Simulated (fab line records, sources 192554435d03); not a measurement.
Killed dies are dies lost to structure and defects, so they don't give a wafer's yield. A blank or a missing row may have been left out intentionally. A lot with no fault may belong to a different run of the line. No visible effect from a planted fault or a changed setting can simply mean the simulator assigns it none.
fab line records	flow n5_finfet
record: lots: 7	wafers: 39
route steps=1938 shown ZERO_LAYER@4 DUMMY_GATE@221 HKMG_FIN@435 BEOL_M0_SAQP@692 BEOL_M6@1194 BEOL_M8@1348
start_h: hours from the record's opening day to when the first of the lot's shown wafers began	wait_h: hours elapsed since this lot's preceding step	" unchanged from the row above	L1.1+2: one row covering several wafers at once	- no value, or no start given	* or withheld: withheld	< > ~ a bound
route shown NAME@n: names a module that has steps shown in the file, with the first one's number in the route	usual: mean and standard deviation over wafers with no fault	same: alike in all rows	chamber/n: place in a boat	sites: the reading at each site	_std_site: the values' standard deviation	_edge_site: outer sites' mean less inner sites'	radius_mm: for every site, how far away it sits from the centre of the wafer	mask NAME#n: copy n	behind: the most recent tool/chamber to have shaped the wafer	hold: reason for holding the lot/hours on hold/outcome of the hold	device: which transistor (n, p or np) failed to switch	end of line: the tests these same wafers got at the end of their route	for a step that has no rows: nothing shown but its recipe	killed: at the first sort, the dies lost to defects and structure; wafer yield is something else	map: a wafer's dies, x killed, . not, _ none there
set.NAME: the setting the step ran with; set.NAME@STEP: the setting that earlier step ran with	model.NAME: the simulator's own value behind a step, which no gauge read
lots run with intentionally changed settings; tables by step, rows by wafer
== steps ==
step: N5_ZERO_LAYER_PECVD_02
recipe: material: SiO2	target_thk_a: 100	temp_c: 400	precursor: SiH4/N2O	pressure_torr: 0.75	rf_w: 275	time_s: 6
lot.wafer	tool	chamber	start_h	wait_h	set.time_s	model.SiO2_of_ZERO_LAYER_PECVD_02.thk_nm
L076.2	pecvd-02	1	24.28	0.0	6	9.962
L076.3	"	1	"	"	6	10.09
L076.5	"	0	"	"	6	9.886
L080.1	pecvd-02	0	48.28	0.0	6	9.902
L080.2	"	1	"	"	6	9.857
L080.3	"	0	"	"	6	9.998
L080.4	"	1	"	"	3.916	6.62
L080.5	"	1	"	"	3.916	6.57
L080.6	"	0	"	"	3.916	6.637
L083.1	pecvd-01	0	66.28	0.0	3.492	5.968
L083.2	"	1	"	"	6	10.01
L083.3	"	2	"	"	3.492	5.853
L083.4	"	1	"	"	6	10.2
L083.5	"	2	"	"	3.492	6.02
L083.6	"	0	"	"	6	10.07
L085.1	pecvd-01	2	78.29	0.0	3.731	6.15
L085.2	"	1	"	"	3.731	6.274
L085.3	"	0	"	"	6	9.956
L085.4	"	0	"	"	3.731	6.37
L085.5	"	2	"	"	6	10.11
L085.6	"	1	"	"	6	10.14
L090.1	pecvd-01	1	108.28	0.0	6	10.03
L090.2+6	"	0,2	"	"	6	10.06
L090.3	"	2	"	"	8.705	14.48
L090.4	"	1	"	"	8.705	14.79
L090.5	"	0	"	"	8.705	14.83
L091.1	pecvd-02	2	114.28	0.0	6	10.08
L091.2	"	0	"	"	7.094	11.92
L091.3	"	1	"	"	6	10.18
L091.4	"	2	"	"	7.094	12.02
L091.5	"	1	"	"	6	10.47
L091.6	"	0	"	"	7.094	11.97
L092.1	pecvd-04	0	120.28	0.0	7.565	12.71
L092.2	"	2	"	"	6	9.738
L092.3	"	1	"	"	7.565	12.47
L092.4	"	2	"	"	7.565	12.67
L092.5	"	1	"	"	6	10.05
L092.6	"	0	"	"	6	10.09
step: N5_ZERO_LAYER_DEVELOP_10
recipe: develop_time_s: 60	rinse_liquid: diw	dry: air_spin	dev_temp_c: 21
lot.wafer	tool	chamber	start_h	wait_h	set.develop_time_s
L076.2+3+5	litho_track-03	0	-	-	60
L080.1+2+5	litho_track-04	0	-	-	47.43
L080.3+4+6	"	0	"	"	60
L083.1+2+5	litho_track-04	0	-	-	44.03
L083.3+4+6	"	0	"	"	60
L085.1+3+6	litho_track-04	0	-	-	73.95
L085.2+4+5	"	0	"	"	60
L090.1+2+3+4+5+6	litho_track-04	0	-	-	60
L091.1+3+6	litho_track-02	0	-	-	60
L091.2+4+5	"	0	"	"	38.75
L092.1+3+6	litho_track-02	0	-	-	60
L092.2+4+5	"	0	"	"	28.11
step: N5_ZERO_LAYER_HARDBAKE_23
recipe: temp_c: 130	time_s: 120
step: N5_ZERO_LAYER_CD_MEAS_11
recipe: target_cd_nm: 2000	landing_energy_ev: 500	detector: se_inlens
usual: cd_nm: 2000.7/1.9
lot.wafer	tool	chamber	start_h	wait_h	set.develop_time_s@ZERO_LAYER_DEVELOP_10	cd_nm
L076.2	cd_sem-02	0	24.79	-	60	2000.7
L076.3	"	0	"	"	60	2002.6
L076.5	"	0	"	"	60	2002.7
L080.1	cd_sem-01	0	48.66	-	47.43	1991.8
L080.2	"	0	"	"	47.43	1994.5
L080.3	"	0	"	"	60	2001.3
L080.4	"	0	"	"	60	1998.1
L080.5	"	0	"	"	47.43	1994.3
L080.6	"	0	"	"	60	2000.3
L083.1	cd_sem-01	0	66.77	-	44.03	1990.7
L083.2	"	0	"	"	44.03	1992.4
L083.3	"	0	"	"	60	2001.5
L083.4	"	0	"	"	60	1996.5
L083.5	"	0	"	"	44.03	1992.8
L083.6	"	0	"	"	60	2001.3
L085.1	cd_sem-02	0	78.77	-	73.95	1999.8
L085.2	"	0	"	"	60	1997.4
L085.3	"	0	"	"	73.95	2003.8
L085.4	"	0	"	"	60	1998.9
L085.5	"	0	"	"	60	1998.2
L085.6	"	0	"	"	73.95	1999.9
L090.1	cd_sem-02	0	108.64	-	60	2002.5
L090.2	"	0	"	"	60	1999.1
L090.3	"	0	"	"	60	2000.1
L090.4	"	0	"	"	60	2001.9
L090.5	"	0	"	"	60	2001.4
L090.6	"	0	"	"	60	2001.1
L091.1	cd_sem-02	0	114.77	-	60	1998.8
L091.2	"	0	"	"	38.75	1992.5
L091.3	"	0	"	"	60	2002.7
L091.4	"	0	"	"	38.75	1991.7
L091.5	"	0	"	"	38.75	1991.5
L091.6	"	0	"	"	60	2001.3
L092.1	cd_sem-03	0	120.77	-	60	2000.8
L092.2	"	0	"	"	28.11	1985.7
L092.3	"	0	"	"	60	2001.1
L092.4	"	0	"	"	28.11	1985.2
L092.5	"	0	"	"	28.11	1984.7
L092.6	"	0	"	"	60	2003.5
step: N5_ZERO_LAYER_DESCUM_16
recipe: chemistry: O2	time_s: 7.9	source_power_w: 50	bias_power_w: 20	pressure_mtorr: 20	rf_frequency_hz: 2.712e+07	temp_c: 40	o2_flow_sccm: 225
lot.wafer	tool	chamber	start_h	wait_h	set.develop_time_s@ZERO_LAYER_DEVELOP_10	model.ZERO_LAYER.cd_nm
L076.2	rie_diel-03	0	24.86	0.1	60	2001
L076.3	"	3	"	"	60	2002
L076.5	"	0	"	"	60	2003
L080.1	rie_diel-02	2	48.70	0.0	47.43	1992
L080.2	"	0	"	"	47.43	1994
L080.3	"	3	"	"	60	2001
L080.4	"	1	"	"	60	1998
L080.5	"	2	"	"	47.43	1995
L080.6	"	1	"	"	60	2000
L083.1	rie_diel-03	3	66.80	0.0	44.03	1991
L083.2	"	1	"	"	44.03	1992
L083.3+6	"	0,1	"	"	60	2001
L083.4	"	2	"	"	60	-
L083.5	"	2	"	"	44.03	1993
L085.1+6	rie_diel-04	2,0	79.07	0.3	73.95	2000
L085.2+5	"	1	"	"	60	1998
L085.3	"	3	"	"	73.95	2004
L085.4	"	0	"	"	60	1999
L090.1+4+5	rie_diel-03	0,2,3	108.68	0.0	60	2002
L090.2	"	1	"	"	60	1999
L090.3	"	3	"	"	60	2000
L090.6	"	0	"	"	60	2001
L091.1	rie_diel-04	2	114.80	0.0	60	1999
L091.2	"	0	"	"	38.75	1993
L091.3	"	1	"	"	60	2002
L091.4+5	"	3,2	"	"	38.75	1992
L091.6	"	1	"	"	60	2001
L092.1+3	rie_diel-04	1,0	120.80	0.0	60	2001
L092.2+4	"	2,3	"	"	28.11	1986
L092.5	"	2	"	"	28.11	1985
L092.6	"	1	"	"	60	2004
step: N5_DUMMY_GATE_PECVD_30
recipe: material: SiO2	target_thk_a: 550	temp_c: 400	precursor: TEOS/O2	pressure_torr: 6.5	rf_w: withheld	teos_flow_sccm: withheld	gas: O2	flow_sccm: 2650	time_s: 10.8
lot.wafer	tool	chamber	start_h	wait_h	set.time_s	model.SiO2_of_DUMMY_GATE_PECVD_30.thk_nm
L076.2	pecvd-01	1	59.54	0.0	10.8	55.4
L076.3	"	2	"	"	10.8	54.2
L076.5	"	2	"	"	10.8	55.6
L080.1+5	pecvd-03	0,1	85.42	0.0	10.8	55.6
L080.2	"	2	"	"	12.85	64.4
L080.3	"	1	"	"	12.85	65
L080.4	"	2	"	"	12.85	65.4
L080.6	"	0	"	"	10.8	56.2
L083.1	pecvd-02	1	100.27	0.0	10.8	54.4
L083.2	"	0	"	"	10.8	52.8
L083.3	"	1	"	"	7.136	36.6
L083.4	"	0	"	"	10.8	54.2
L083.5	"	0	"	"	7.136	36.2
L083.6	"	1	"	"	7.136	37
L085.1	pecvd-03	0	114.59	0.0	10.8	55
L085.2	"	2	"	"	10.8	54.4
L085.3	"	1	"	"	10.8	54.6
L085.4+5	"	2,0	"	"	10.8	55.2
L085.6	"	1	"	"	10.8	55.4
L091.1+2	pecvd-03	2,1	151.15	0.0	15.8	77.6
L091.3	"	0	"	"	10.8	54
L091.4	"	2	"	"	10.8	55
L091.5	"	0	"	"	10.8	55.6
L091.6	"	1	"	"	15.8	79
L090.1	pecvd-03	2	151.48	0.0	10.8	54.8
L090.2	"	0	"	"	16.4	81.6
L090.3	"	1	"	"	10.8	55.6
L090.4+5	"	0,1	"	"	16.4	82.4
L090.6	"	2	"	"	10.8	56.2
L092.1	pecvd-01	0	159.06	0.0	6.101	31.4
L092.2	"	2	"	"	6.101	31
L092.3+6	"	1,2	"	"	10.8	55
L092.4	"	0	"	"	6.101	32
L092.5	"	1	"	"	10.8	55.4
step: N5_HKMG_FIN_ETCH_32
recipe: chemistry: N2/H2	target: SOC	target_depth_a: 2400	temp_c: 40	time_s: 300	ion_energy_ev: 200	mask_material: SiARC	pressure_mtorr: 30	source_w: 840	bias_w: 150	n2_flow_sccm: 200	h2_flow_sccm: 200
lot.wafer	tool	chamber	start_h	wait_h	set.target_depth_a	model.HKMG_FIN.feature_depth_nm	model.etch.depth_nm	model.SiARC_of_HKMG_FIN_COAT_30.thk_nm
L076.2	rie_diel-05	0	89.50	0.0	2400	235.2	235.3	21.6
L076.3	"	1	"	"	2400	237.4	237.4	21.4
L076.5	"	1	"	"	2400	240.4	240.4	21.4
L080.1	rie_diel-05	2	115.04	0.0	2400	235.6	235.6	21.2
L080.2	"	3	"	"	2400	236	236	21.8
L080.3	"	0	"	"	2400	236.6	236.5	21.6
L080.4	"	1	"	"	2400	236.8	236.8	21.6
L080.5	"	0	"	"	2400	236.2	236.3	21.6
L080.6	"	1	"	"	2400	239.8	239.7	21.4
L083.1	rie_diel-01	2	130.26	0.0	2400	243.2	243.2	21
L083.2	"	3	"	"	2400	237.4	237.5	21.2
L083.3	"	0	"	"	961	94.6	94.67	29.6
L083.4	"	1	"	"	961	94	94.02	29.6
L083.5	"	0	"	"	961	94.6	94.62	29.6
L083.6	"	1	"	"	2400	231.8	231.9	22
L085.1	rie_diel-05	3	144.89	0.0	2400	234.6	234.7	21.8
L085.2	"	0	"	"	2400	238.8	238.8	21.4
L085.3	"	2	"	"	2400	235.6	235.5	21.2
L085.4	"	2	"	"	2400	233	233	21.4
L085.5	"	0	"	"	2400	237.2	237.1	21.6
L085.6	"	3	"	"	2400	237.8	237.8	21.6
L090.1	rie_diel-01	1	179.25	0.0	1230	117.8	117.9	28.6
L090.2	"	3	"	"	1230	122	122	28.2
L090.3	"	2	"	"	1230	123.4	123.5	28
L090.4	"	0	"	"	2400	236.8	236.9	21.8
L090.5	"	0	"	"	2400	235.4	235.4	21.8
L090.6	"	1	"	"	2400	227.6	227.6	22.4
L091.1	rie_diel-06	2	180.52	0.0	2400	242.8	242.7	20.8
L091.2	"	0	"	"	2400	226.2	226.2	22.2
L091.3	"	3	"	"	1412	138.2	138.2	27
L091.4	"	1	"	"	2400	242.4	242.5	20.8
L091.5	"	1	"	"	1412	142.4	142.4	26.6
L091.6	"	0	"	"	1412	134	133.9	27.4
L092.1	rie_diel-05	2	188.60	0.0	1033	99.8	99.79	29
L092.2	"	1	"	"	1033	103.8	103.9	29
L092.3	"	0	"	"	1033	101.6	101.6	29.2
L092.4	"	3	"	"	2400	233.8	233.8	21.8
L092.5	"	2	"	"	2400	229.6	229.7	21.4
L092.6	"	3	"	"	2400	233.2	233.2	21.8
step: N5_BEOL_M0_SAQP_DESCUM_45
recipe: chemistry: O2	time_s: 7	source_power_w: 50	bias_power_w: 20	pressure_mtorr: 20	rf_frequency_hz: 2.712e+07	temp_c: 40	resist: CAR-EUV	o2_flow_sccm: 225
lot.wafer	tool	chamber	start_h	wait_h	set.time_s	model.CAR-EUV_of_BEOL_M0_SAQP_COAT_34.thk_nm
L076.2+3+5	rie_diel-02	0,2,3	141.35	0.1	7	26.2
L080.1+5	rie_diel-03	1,3	153.95	0.1	10.29	24.4
L080.2+6	"	3,2	"	"	7	26
L080.3	"	2	"	"	10.29	24.6
L080.4	"	0	"	"	7	26.2
L083.1	rie_diel-03	0	163.42	0.2	4.811	27
L083.2+3	"	1,3	"	"	4.811	27.2
L083.4	"	2	"	"	7	26.2
L083.5+6	"	2,3	"	"	7	26
L085.1	rie_diel-03	0	180.96	0.3	7	26.4
L085.2+3+4+5+6	"	1,3,1,3,0	"	"	7	26.2
L090.1+6	rie_diel-03	1,3	213.35	0.0	7	26
L090.2	"	3	"	"	3.813	27.6
L090.3+5	"	0	"	"	3.813	27.8
L090.4	"	2	"	"	7	26.2
L091.1+4	rie_diel-02	1,2	217.40	0.1	7	26
L091.2+5+6	"	3,3,0	"	"	10.35	24.4
L091.3	"	0	"	"	7	26.2
L092.1+3+4+5	rie_diel-03	0,3,1,3	221.98	0.0	7	26
L092.2+6	"	2,0	"	"	7	26.2
step: N5_BEOL_M6_ILD_DEP_00
recipe: material: SiCOH_lowk	target_thk_a: 1797.5	temp_c: 300	precursor: DEMS/porogen	pressure_torr: 5	rf_w: 500	time_s: 33.4
lot.wafer	tool	chamber	start_h	wait_h	set.time_s	model.SiCOH_lowk_of_BEOL_M6_ILD_DEP_00.thk_nm
L076.2	pecvd-03	2	204.32	0.0	33.4	180.8
L076.3	"	0	"	"	33.4	180.2
L076.5	"	0	"	"	33.4	180.6
L080.1	pecvd-01	1	212.47	0.0	33.4	178.6
L080.2	"	0	"	"	33.4	179.2
L080.3	"	0	"	"	33.4	181
L080.4	"	1	"	"	33.4	181.2
L080.5	"	1	"	"	33.4	180.4
L080.6	"	0	"	"	33.4	181.6
L083.1	pecvd-04	2	234.11	0.0	33.4	174.6
L083.2	"	1	"	"	33.4	177
L083.3	"	0	"	"	33.4	177.2
L083.4	"	1	"	"	33.4	181.2
L083.5	"	2	"	"	33.4	179.6
L083.6	"	0	"	"	33.4	179.4
L085.1	pecvd-01	2	245.00	0.0	33.4	182
L085.2	"	1	"	"	18.44	104
L085.3	"	0	"	"	18.44	103.8
L085.4	"	1	"	"	18.44	105.8
L085.5	"	0	"	"	33.4	185.8
L085.6	"	2	"	"	33.4	183.8
L091.1	pecvd-01	2	274.15	0.0	33.4	180
L091.2	"	1	"	"	33.4	180.6
L091.3	"	0	"	"	48.06	257
L091.4	"	2	"	"	48.06	262.8
L091.5	"	0	"	"	48.06	260.4
L091.6	"	1	"	"	33.4	183.6
L090.1	pecvd-03	2	278.12	0.0	33.4	180.8
L090.2	"	1	"	"	33.4	179.4
L090.3	"	0	"	"	42.23	229.4
L090.4	"	1	"	"	42.23	227.6
L090.5	"	0	"	"	33.4	186.2
L090.6	"	2	"	"	42.23	232.2
L092.1	pecvd-01	2	288.99	0.0	33.4	180
L092.2	"	0	"	"	40.68	219
L092.3	"	1	"	"	40.68	218
L092.4	"	2	"	"	40.68	220.2
L092.5	"	0	"	"	33.4	184.2
L092.6	"	1	"	"	33.4	182.4
step: N5_BEOL_M6_CURE_74
recipe: temp_c: 385	time_s: 240	ambient: He/Ar	material: SiCOH_lowk
lot.wafer	tool	chamber	start_h	wait_h	set.time_s@BEOL_M6_ILD_DEP_00	model.SiCOH_lowk_of_BEOL_M6_ILD_DEP_00.thk_nm
L076.2	uv_cure-02	2	204.46	0.1	33.4	155.8
L076.3	"	2	"	"	33.4	155.4
L076.5	"	2	"	"	33.4	155.6
L080.1	uv_cure-02	1	212.57	0.1	33.4	154
L080.2	"	1	"	"	33.4	154.6
L080.3+4	"	1	"	"	33.4	156.2
L080.5	"	1	"	"	33.4	155.6
L080.6	"	1	"	"	33.4	156.6
L083.1	uv_cure-03	2	234.18	0.0	33.4	150.6
L083.2	"	2	"	"	33.4	152.6
L083.3	"	2	"	"	33.4	152.8
L083.4	"	2	"	"	33.4	156.2
L083.5	"	2	"	"	33.4	154.8
L083.6	"	2	"	"	33.4	154.6
L085.1	uv_cure-03	1	245.07	0.0	33.4	157
L085.2	"	1	"	"	18.44	89.4
L085.3	"	1	"	"	18.44	89.2
L085.4	"	1	"	"	18.44	90.8
L085.5	"	1	"	"	33.4	160.4
L085.6	"	1	"	"	33.4	158.4
L091.1	uv_cure-03	1	274.21	0.0	33.4	155.2
L091.2	"	1	"	"	33.4	155.8
L091.3	"	1	"	"	48.06	222.6
L091.4	"	1	"	"	48.06	227.6
L091.5	"	1	"	"	48.06	225.6
L091.6	"	1	"	"	33.4	158.2
L090.1	uv_cure-03	1	278.19	0.0	33.4	156
L090.2	"	1	"	"	33.4	154.8
L090.3	"	1	"	"	42.23	198.4
L090.4	"	1	"	"	42.23	196.8
L090.5	"	1	"	"	33.4	160.6
L090.6	"	1	"	"	42.23	200.8
L092.1	uv_cure-02	1	289.06	0.0	33.4	155.2
L092.2	"	1	"	"	40.68	189.2
L092.3	"	1	"	"	40.68	188.4
L092.4	"	1	"	"	40.68	190.2
L092.5	"	1	"	"	33.4	158.8
L092.6	"	1	"	"	33.4	157.4
step: N5_BEOL_M6_THK_MEAS_01
recipe: reads: SiCOH_lowk_of_BEOL_M6_ILD_DEP_00
usual: M6_ILD_THK: 155.5/2.3
lot.wafer	tool	chamber	start_h	wait_h	set.time_s@BEOL_M6_ILD_DEP_00	M6_ILD_THK[nm]
L076.2	film_metro-02	-	204.91	0.4	33.4	155.8
L076.3	"	-	"	"	33.4	155.4
L076.5	"	-	"	"	33.4	155.6
L080.1	film_metro-01	-	213.08	0.4	33.4	154.0
L080.2	"	-	"	"	33.4	154.4
L080.3	"	-	"	"	33.4	156.0
L080.4	"	-	"	"	33.4	156.3
L080.5	"	-	"	"	33.4	155.5
L080.6	"	-	"	"	33.4	156.4
L083.1	film_metro-02	-	234.69	0.4	33.4	150.5
L083.2	"	-	"	"	33.4	152.7
L083.3	"	-	"	"	33.4	152.8
L083.4	"	-	"	"	33.4	156.2
L083.5	"	-	"	"	33.4	154.9
L083.6	"	-	"	"	33.4	154.6
L085.1	film_metro-02	-	245.58	0.4	33.4	156.9
L085.2	"	-	"	"	18.44	89.3
L085.3	"	-	"	"	18.44	89.1
L085.4	"	-	"	"	18.44	90.7
L085.5	"	-	"	"	33.4	160.3
L085.6	"	-	"	"	33.4	158.4
L091.1	film_metro-02	-	275.21	0.8	33.4	155.0
L091.2	"	-	"	"	33.4	155.8
L091.3	"	-	"	"	48.06	222.8
L091.4	"	-	"	"	48.06	227.5
L091.5	"	-	"	"	48.06	225.5
L091.6	"	-	"	"	33.4	158.3
L090.1	film_metro-01	-	278.70	0.4	33.4	156.1
L090.2	"	-	"	"	33.4	154.6
L090.3	"	-	"	"	42.23	198.6
L090.4	"	-	"	"	42.23	196.5
L090.5	"	-	"	"	33.4	160.5
L090.6	"	-	"	"	42.23	200.8
L092.1	film_metro-01	-	289.57	0.4	33.4	155.3
L092.2	"	-	"	"	40.68	189.3
L092.3	"	-	"	"	40.68	188.3
L092.4	"	-	"	"	40.68	190.3
L092.5	"	-	"	"	33.4	158.9
L092.6	"	-	"	"	33.4	157.4
step: N5_BEOL_M8_DESCUM_16
recipe: chemistry: O2	time_s: 7.9	source_power_w: 50	bias_power_w: 20	pressure_mtorr: 20	rf_frequency_hz: 2.712e+07	temp_c: 40	resist: CAR-ArF	o2_flow_sccm: 225
lot.wafer	tool	chamber	start_h	wait_h	set.time_s	model.CAR-ArF_of_BEOL_M8_COAT_05.thk_nm
L076.2	rie_diel-06	0	222.79	0.0	7.9	83.6
L076.3	"	2	"	"	7.9	83.8
L076.5	"	2	"	"	7.9	83.2
L080.1+3+4	rie_diel-05	3,1,0	233.73	0.0	4.196	85.8
L080.2+5	"	2,0	"	"	7.9	83.4
L080.6	"	1	"	"	7.9	83.8
L083.1	rie_diel-05	3	249.94	0.0	7.9	83.2
L083.2	"	0	"	"	7.9	83.4
L083.3+4+5	"	2,1,2	"	"	3.821	86
L083.6	"	3	"	"	7.9	83.6
L085.1	rie_diel-05	1	263.87	0.0	9.405	82.2
L085.2+5	"	0,3	"	"	7.9	83.2
L085.3	"	3	"	"	9.405	82.6
L085.4	"	2	"	"	7.9	83.4
L085.6	"	0	"	"	9.405	82.4
L091.1+3	rie_diel-06	3,0	292.62	0.8	11.67	81.4
L091.2	"	0	"	"	11.67	81.2
L091.4	"	3	"	"	7.9	83.2
L091.5	"	3	"	"	7.9	83.8
L091.6	"	0	"	"	7.9	83.6
L090.1	rie_diel-01	3	297.88	0.2	7.9	83.8
L090.2	"	1	"	"	4.272	85.8
L090.3	"	2	"	"	7.9	83.2
L090.4+5	"	0,2	"	"	4.272	85.6
L090.6	"	1	"	"	7.9	83.6
L092.1+2+4+6	rie_diel-01	3,1,0,2	305.27	0.1	7.9	83.2
L092.3	"	2	"	"	7.9	83
L092.5	"	1	"	"	7.9	83.4
== key ==
split: step: N5_ZERO_LAYER_PECVD_02	setting: time_s	stated: 6	by: wafer
response: step: N5_ZERO_LAYER_PECVD_02	reading: model.SiO2_of_ZERO_LAYER_PECVD_02.thk_nm	change: +0.0999	per: 1%	r: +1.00
split: step: N5_ZERO_LAYER_DEVELOP_10	setting: develop_time_s	stated: 60	by: wafer
response: step: N5_ZERO_LAYER_CD_MEAS_11	reading: cd_nm	change: +0.279	per: 1%	r: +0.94
response: step: N5_ZERO_LAYER_DESCUM_16	reading: model.ZERO_LAYER.cd_nm	change: +0.283	per: 1%	r: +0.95
split: step: N5_DUMMY_GATE_PECVD_30	setting: time_s	stated: 10.8	by: wafer
response: step: N5_DUMMY_GATE_PECVD_30	reading: model.SiO2_of_DUMMY_GATE_PECVD_30.thk_nm	change: +0.515	per: 1%	r: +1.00
split: step: N5_HKMG_FIN_ETCH_32	setting: target_depth_a	stated: 2400	by: wafer
response: step: N5_HKMG_FIN_ETCH_32	reading: model.HKMG_FIN.feature_depth_nm	change: +2.34	per: 1%	r: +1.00
response: step: N5_HKMG_FIN_ETCH_32	reading: model.etch.depth_nm	change: +2.34	per: 1%	r: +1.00
response: step: N5_HKMG_FIN_ETCH_32	reading: model.SiARC_of_HKMG_FIN_COAT_30.thk_nm	change: -0.133	per: 1%	r: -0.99
split: step: N5_BEOL_M0_SAQP_DESCUM_45	setting: time_s	stated: 7	by: wafer
response: step: N5_BEOL_M0_SAQP_DESCUM_45	reading: model.CAR-EUV_of_BEOL_M0_SAQP_COAT_34.thk_nm	change: -0.035	per: 1%	r: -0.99
split: step: N5_BEOL_M6_ILD_DEP_00	setting: time_s	stated: 33.4	by: wafer
response: step: N5_BEOL_M6_ILD_DEP_00	reading: model.SiCOH_lowk_of_BEOL_M6_ILD_DEP_00.thk_nm	change: +1.78	per: 1%	r: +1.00
response: step: N5_BEOL_M6_CURE_74	reading: model.SiCOH_lowk_of_BEOL_M6_ILD_DEP_00.thk_nm	change: +1.55	per: 1%	r: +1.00
response: step: N5_BEOL_M6_THK_MEAS_01	reading: M6_ILD_THK	change: +1.55	per: 1%	r: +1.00
split: step: N5_BEOL_M8_DESCUM_16	setting: time_s	stated: 7.9	by: wafer
response: step: N5_BEOL_M8_DESCUM_16	reading: model.CAR-ArF_of_BEOL_M8_COAT_05.thk_nm	change: -0.0478	per: 1%	r: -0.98
